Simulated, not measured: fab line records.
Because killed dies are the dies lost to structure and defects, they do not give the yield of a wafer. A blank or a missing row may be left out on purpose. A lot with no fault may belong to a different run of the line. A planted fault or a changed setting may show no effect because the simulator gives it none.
fab line records    flow n5Finfet
record: lots: 11  wafers: 31  lastDay: 20
route steps=1938 shown BEOL_M11@1552
lots that met no fault: from a run of the same line without faults
startH: start of the lot's first displayed wafer, in hours after the record's first day    waitH: time in hours since the lot's previous step    " same as the row above    L1.1+2: several wafers, shown together as one row    - no value, or no start was given    * or withheld: withheld    < > ~ a bound
route shown NAME@n: NAME is a module with steps in the file, n the number in the route of the first one    usual: mean/standard deviation taken from wafers without a fault    same: alike in all rows    chamber/n: place in a boat    sites: per-site readings    _std_site: standard deviation of those values    _edge_site: the outer-site mean with the inner-site mean subtracted    radiusMm: how far each site lies from the wafer's centre    mask NAME#n: copy n    behind: the most recent tool/chamber to have shaped the wafer    hold: why the lot was held/for how many hours/how that ended    device: names the non-switching transistor (n, p or np)    end of line: at the end of the route, the tests of the same wafers    where a step has no rows: the recipe by itself    killed: at the first sort, the dies lost to defects and structure; wafer yield is something else    map: a wafer's dies, marking killed ones x, the rest . and places with no die _
set.NAME: the setting that was run; set.NAME@STEP: the one run at that earlier step    model.NAME: the simulator's own value behind a step, which no gauge read
a sample of lots followed through the steps of the route, with each step as a table and each wafer as a row
services: when a tool's chamber went out of use (startH, in hours from the record's first day, below 0 if earlier), for how many hours, and the reason
== steps ==
step: N5_BEOL_M11_DESCUM_16
recipe: chemistry: O2  timeS: 7.9  sourcePowerW: 50  biasPowerW: 20  pressureMtorr: 20  rfFrequencyHz: 2.712e+07  tempC: 40  resist: CAR-ArF  o2FlowSccm: 225
usual: drypumpMotorCurrentA: 5.4/0.46  oesProductAu: 0.78/0.097  rfVppV: 243.9/1.2  showerheadPlenumPTorr: 2.14/0.051  throttleValvePct: 20.42/0.19
lot.wafer  tool        chamber  startH  waitH  drypumpMotorCurrentA  oesProductAu  rfHoursCounterH  rfVppV  showerheadPlenumPTorr  throttleValvePct
L580.4     rieDiel-04  0        282.97  0.0    6.1                   0.92          22               244.4   2.14                   20.44
L580.5     "           2        "       "      5.5                   0.69          -                241.5   2.06                   20.52
L580.6     "           3        "       "      5.6                   0.74          -                242.6   2.09                   20.37
L582.3     rieDiel-01  0        283.62  0.1    5.5                   0.72          175              243.8   2.18                   20.30
L582.5     "           2        "       "      5.0                   0.73          -                241.7   2.09                   20.67
L582.6     "           1        "       "      5.7                   0.97          -                245.2   2.15                   20.37
L579.2     rieDiel-04  0        283.94  0.2    6.1                   0.93          22               242.2   2.14                   20.44
L579.3     "           2        "       "      5.5                   0.70          227              244.2   2.06                   20.52
L579.5     "           2        "       "      5.5                   0.70          -                241.9   2.06                   20.54
L581.1     rieDiel-04  2        284.31  0.4    5.5                   0.69          227              241.6   2.06                   20.55
L581.2     "           1        "       "      6.1                   0.95          6                246.3   2.23                   20.17
L581.6     "           1        "       "      6.1                   0.95          -                245.6   2.23                   20.19
L583.3     rieDiel-01  3        301.66  0.0    4.7                   0.72          205              244.5   2.16                   20.30
L583.4     "           1        "       "      5.8                   0.94          7                243.4   2.14                   20.39
L583.6     "           2        "       "      5.0                   0.73          -                243.1   2.09                   20.68
L591.1     rieDiel-02  2        369.55  0.0    4.8                   0.78          122              244.6   2.19                   20.90
L591.2     "           1        "       "      5.0                   0.73          208              245.0   2.17                   20.30
L597.2     rieDiel-04  1        396.45  0.0    6.1                   0.88          40               245.5   2.22                   20.22
L597.3     "           3        "       "      5.7                   0.71          205              243.7   2.08                   20.40
L597.5     "           3        "       "      5.6                   0.70          -                243.3   2.08                   20.40
L593.2     rieDiel-01  2        398.67  0.0    5.0                   0.71          216              243.9   2.08                   20.73
L593.6     "           0        "       "      5.5                   0.69          -                245.4   2.16                   20.34
L596.1     rieDiel-01  2        408.78  0.0    5.0                   0.70          219              242.8   2.08                   20.73
L596.2     "           1        "       "      5.8                   0.87          41               243.7   2.13                   20.45
L596.5     "           0        "       "      5.5                   0.69          -                244.7   2.16                   20.37
L595.3     rieDiel-02  0        410.62  0.1    5.0                   0.95          9                244.2   2.14                   20.23
L595.4     "           3        "       "      5.5                   0.76          144              244.5   2.18                   20.24
L595.5     "           3        "       "      5.5                   0.75          -                243.3   2.18                   20.23
L599.1     rieDiel-01  1        427.01  0.3    5.8                   0.86          46               245.6   2.13                   20.46
L599.4     "           2        "       "      5.0                   0.70          224              244.6   2.08                   20.73
L599.6     "           3        "       "      4.7                   0.69          -                243.1   2.14                   20.33
step: N5_BEOL_M11_CD_MEAS_18
recipe: pitchNm: 140  targetCdNm: 70
usual: cdNm: 70.1/0.48
lot.wafer  tool      chamber  startH  waitH  cdNm
L580.4     cdSem-02  -        283.43  0.1    69.6
L580.5     "         -        "       "      69.9
L580.6     "         -        "       "      70.1
L582.3     cdSem-03  -        284.31  0.1    70.0
L582.5     "         -        "       "      70.0
L582.6     "         -        "       "      70.6
L579.2     cdSem-01  -        284.46  0.1    69.8
L579.3     "         -        "       "      70.5
L579.5     "         -        "       "      70.0
L581.1     cdSem-02  -        284.77  0.0    69.9
L581.2     "         -        "       "      69.9
L581.6     "         -        "       "      69.5
L583.3     cdSem-02  -        302.15  0.1    70.9
L583.4     "         -        "       "      70.6
L583.6     "         -        "       "      70.3
L591.1     cdSem-02  -        370.19  0.0    69.4
L591.2     "         -        "       "      70.8
L597.2     cdSem-03  -        396.91  0.1    69.8
L597.3     "         -        "       "      69.5
L597.5     "         -        "       "      70.0
L593.2     cdSem-01  -        399.16  0.1    70.0
L593.6     "         -        "       "      70.0
L596.1     cdSem-02  -        409.24  0.0    69.3
L596.2     "         -        "       "      70.2
L596.5     "         -        "       "      69.2
L595.3     cdSem-03  -        411.07  0.1    70.3
L595.4     "         -        "       "      70.3
L595.5     "         -        "       "      70.4
L599.1     cdSem-02  -        427.51  0.0    69.9
L599.4     "         -        "       "      69.6
L599.6     "         -        "       "      69.5
step: N5_BEOL_M11_VIA_ETCH_34
recipe: chemistry: C4F6/O2  target: SiCOH_lowk  targetDepthA: 1845  maskMaterial: SOC  taperDeg: 4  timeS: 69.2  ionEnergyEv: 250  pressureMtorr: 30  sourceW: 345  biasW: 185  Ar_flow_sccm: 300  C4F6_flow_sccm: 10  O2_flow_sccm: 10
usual: drypumpMotorCurrentA: 5.5/0.45  oesProductAu: 0.79/0.092  rfVppV: 668/6.2  showerheadPlenumPTorr: 2.91/0.067  throttleValvePct: 20.88/0.19
lot.wafer  tool        chamber  startH  waitH  drypumpMotorCurrentA  oesProductAu  rfHoursCounterH  rfVppV  showerheadPlenumPTorr  throttleValvePct
L580.4     rieDiel-01  3        284.52  0.0    4.6                   0.72          201              666     2.94                   20.80
L580.5     "           0        "       "      5.5                   0.73          -                669     2.94                   20.69
L580.6     "           1        "       "      5.8                   0.96          -                672     2.92                   20.88
L581.1     rieDiel-04  0        286.58  0.0    6.1                   0.92          24               678     2.90                   20.86
L581.2     "           2        "       "      5.5                   0.68          228              668     2.81                   21.03
L581.6     "           0        "       "      6.1                   0.91          -                678     2.90                   20.88
L582.3     rieDiel-01  1        287.08  0.0    5.7                   0.96          5                674     2.92                   20.90
L582.5     "           3        "       "      4.6                   0.71          -                666     2.94                   20.78
L582.6     "           0        "       "      5.5                   0.72          -                669     2.94                   20.69
L579.2     rieDiel-02  2        287.09  0.0    4.8                   0.80          105              665     2.98                   21.39
L579.3     "           1        "       "      5.1                   0.72          181              662     2.96                   20.75
L579.5     "           0        "       "      5.1                   0.67          -                671     2.92                   21.04
L583.3     rieDiel-02  0        302.88  0.0    5.1                   0.66          234              672     2.92                   21.05
L583.4     "           3        "       "      5.5                   0.77          -                669     2.98                   20.69
L583.6     "           0        "       "      5.1                   0.66          -                672     2.92                   21.04
L591.1     rieDiel-01  0        371.46  0.0    5.5                   0.72          203              671     2.93                   20.73
L591.2     "           3        "       "      4.6                   0.70          218              666     2.93                   20.83
L597.2     rieDiel-02  0        397.63  0.0    5.1                   0.97          4                674     2.91                   20.71
L597.3     "           1        "       "      5.1                   0.70          216              661     2.94                   20.81
L597.5     "           2        "       "      4.8                   0.77          -                665     2.97                   21.44
L593.2     rieDiel-04  0        401.63  0.0    6.1                   0.87          58               679     2.88                   20.91
L593.6     "           2        "       "      5.5                   0.95          -                667     2.80                   20.74
L596.1     rieDiel-04  2        410.39  0.0    5.5                   0.93          5                667     2.80                   20.74
L596.2     "           0        "       "      6.1                   0.85          60               679     2.88                   20.95
L596.5     "           0        "       "      6.1                   0.87          -                679     2.88                   20.93
L595.3     rieDiel-04  0        411.81  0.0    6.1                   0.85          61               679     2.88                   20.93
L595.4     "           2        "       "      5.5                   0.94          6                666     2.80                   20.74
L595.5     "           1        "       "      6.1                   0.86          -                670     3.01                   20.73
L599.1     rieDiel-04  3        431.65  0.0    5.7                   0.70          216              660     2.82                   20.83
L599.4     "           1        "       "      6.1                   0.86          52               671     3.01                   20.73
L599.6     "           0        "       "      6.1                   0.85          -                677     2.88                   20.94
step: N5_BEOL_M11_CVD_75
recipe: material: Co  targetThkA: 20  tempC: withheld  precursor: CCTBA/H2  pressureTorr: 30  timeS: 138.9
usual: runLengthS: 161.7/0.43
lot.wafer  tool      chamber  startH  waitH  runLengthS
L580.4     cvdCo-01  2        287.13  0.1    161.8
L580.5     "         0        "       "      162.0
L580.6     "         1        "       "      161.1
L581.1     cvdCo-02  0        289.74  0.3    161.6
L581.2     "         2        "       "      161.7
L581.6     "         0        "       "      161.4
L582.3     cvdCo-01  2        290.52  0.1    161.6
L582.5     "         1        "       "      161.2
L582.6     "         0        "       "      162.1
L579.2     cvdCo-02  1        290.64  0.1    161.7
L579.3     "         2        "       "      161.4
L579.5     "         2        "       "      161.9
L583.3     cvdCo-01  1        306.80  0.3    161.6
L583.4     "         1        "       "      161.4
L583.6     "         2        "       "      162.4
L591.1     cvdCo-01  2        373.11  0.1    162.1
L591.2     "         1        "       "      159.3
L597.2     cvdCo-02  0        399.15  0.1    160.9
L597.3     "         2        "       "      161.4
L597.5     "         1        "       "      162.4
L593.2     cvdCo-01  0        403.71  0.2    159.5
L593.6     "         0        "       "      161.8
L596.1     cvdCo-02  0        411.92  0.3    161.1
L596.2     "         2        "       "      161.4
L596.5     "         0        "       "      161.3
L595.3     cvdCo-02  1        414.19  0.0    162.6
L595.4     "         1        "       "      161.6
L595.5     "         0        "       "      160.9
L599.1     cvdCo-02  1        434.60  0.3    162.1
L599.4     "         2        "       "      161.6
L599.6     "         0        "       "      161.2
== services ==
tool        chamber  startH  hours  kind
rieDiel-01  1        291.76  3.0    repair
rieDiel-02  2        294.86  20.4   repair
cvdCo-02    -        305.14  28.1   pm
cvdCo-01    -        333.24  3.8    pm
cvdCo-02    0        341.91  7.3    repair
rieDiel-01  3        342.61  28.4   repair
rieDiel-01  -        343.93  0.2    repair
cvdCo-01    -        351.78  6.0    pm
rieDiel-02  3        351.99  7.2    repair
rieDiel-02  0        359.19  -      clean
rieDiel-02  0        359.19  -      consumableReplace:focusRing
rieDiel-02  0        359.19  22.7   scheduledDown
rieDiel-02  0        359.19  22.7   ventCycle
cvdCo-02    -        366.41  0.7    repair
rieDiel-04  2        369.75  -      clean
rieDiel-04  2        369.75  -      consumableReplace:focusRing
rieDiel-04  2        369.75  20.7   scheduledDown
rieDiel-04  2        369.75  20.7   ventCycle
cvdCo-02    2        377.66  18.9   repair
cvdCo-02    -        378.38  14.6   pm
rieDiel-04  2        404.85  1.6    repair
rieDiel-02  2        407.57  1.4    repair
rieDiel-01  -        413.97  2.1    repair
cvdCo-01    2        428.08  3.1    repair
== key ==
firstSign: step: N5_BEOL_M11_CVD_75  reading: runLengthS  direction: down  sigmas: 5.4  usual: *  struck: *
effect none on later readings
metAt N5_BEOL_M11_CVD_75
struckLots L591,L593
struckWafers L591.2,L593.2
notActingAt N5_BEOL_M11_DESCUM_16,N5_BEOL_M11_CD_MEAS_18,N5_BEOL_M11_VIA_ETCH_34
onsetBetween 306.80 373.11
fault: kind: processParameterDrift  tool: cvdCo-01  chamber: -  onsetH: 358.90  steps: N5_BEOL_M11_CVD_75  channel: timeS  offset: *  shape: step  endH: 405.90  scope: struckWafersOnly  actsIn: *  stated: *
